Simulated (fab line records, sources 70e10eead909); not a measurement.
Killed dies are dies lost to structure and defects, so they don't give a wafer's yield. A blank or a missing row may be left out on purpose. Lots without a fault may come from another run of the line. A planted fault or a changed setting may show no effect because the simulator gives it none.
Chamber matching | flow nand_harc | NHARC_A_STAIRCASE_STRIP_476 on rie_diel-06: 4 sister chambers
The step strips in O2, time 20 s. 14 wafers are shown with their chamber, then 7 later ones without.

WAFERS WITH THEIR CHAMBER
wafer  | chamber | drypump_motor_current_A (A) | oes_product_au (a.u.) | showerhead_plenum_p_Torr (Torr)
L843.2 | 2       | 4.8                         | 1.006                 | 3.28
L843.4 | 3       | 5.0                         | 1.020                 | 3.32
L843.6 | 0       | 5.6                         | 1.013                 | 3.30
L844.4 | 2       | 4.8                         | 1.007                 | 3.28
L844.5 | 3       | 5.0                         | 1.036                 | 3.32
L844.6 | 0       | 5.6                         | 1.002                 | 3.30
L849.2 | 0       | 5.6                         | 1.009                 | 3.28
L849.5 | 0       | 5.7                         | 1.001                 | 3.28
L849.6 | 1       | 5.2                         | 0.994                 | 3.75
L850.1 | 0       | 5.6                         | 0.991                 | 3.81
L850.2 | 2       | 4.8                         | 1.006                 | 3.81
L850.5 | 3       | 5.0                         | 1.017                 | 3.30
L852.1 | 1       | 5.2                         | 0.992                 | 3.74
L852.2 | 0       | 5.6                         | 0.993                 | 3.81

SIGNATURES (means of the wafers above)
reading                  | chamber 0 | chamber 1 | chamber 2 | chamber 3 | scatter within a chamber
drypump_motor_current_A  | 5.617     | 5.200     | 4.800     | 5.000     | 0.0289
oes_product_au           | 1.00150   | 0.99300   | 1.00633   | 1.02433   | 0.00763
showerhead_plenum_p_Torr | 3.4633    | 3.7450    | 3.4567    | 3.3133    | 0.234
Rule: a wafer's distance from a chamber is the root of the sum, over the readings, of the square of ((its reading less the chamber's mean) divided by the reading's scatter). The wafer belongs to the nearest chamber; if the next one is less than 2 further off, it can't be placed. The scatter: the root of (the sum of the squares of (reading less its chamber's mean) over the shown wafers, divided by (wafers less chambers)).

WAFERS WITHOUT THEIR CHAMBER
wafer  | drypump_motor_current_A (A) | oes_product_au (a.u.) | showerhead_plenum_p_Torr (Torr)
L852.3 | 4.8                         | 1.006                 | 3.81
L851.3 | 4.8                         | 0.997                 | 3.81
L851.4 | 5.2                         | 0.991                 | 3.74
L851.5 | 4.8                         | 1.000                 | 3.81
L864.2 | 4.8                         | 1.022                 | 3.79
L864.4 | 5.0                         | 1.014                 | 3.28
L864.6 | 5.2                         | 1.000                 | 3.72

WHICH CHAMBER EACH WENT THROUGH
wafer  | from the rows above | in truth
L852.3 | 2                   | 2
L851.3 | 2                   | 2
L851.4 | 1                   | 1
L851.5 | 2                   | 2
L864.2 | 2                   | 2
L864.4 | 3                   | 3
L864.6 | 1                   | 1
Placed correctly: 7 of 7. Can't be placed from these rows: 0. Placed wrongly: 0.
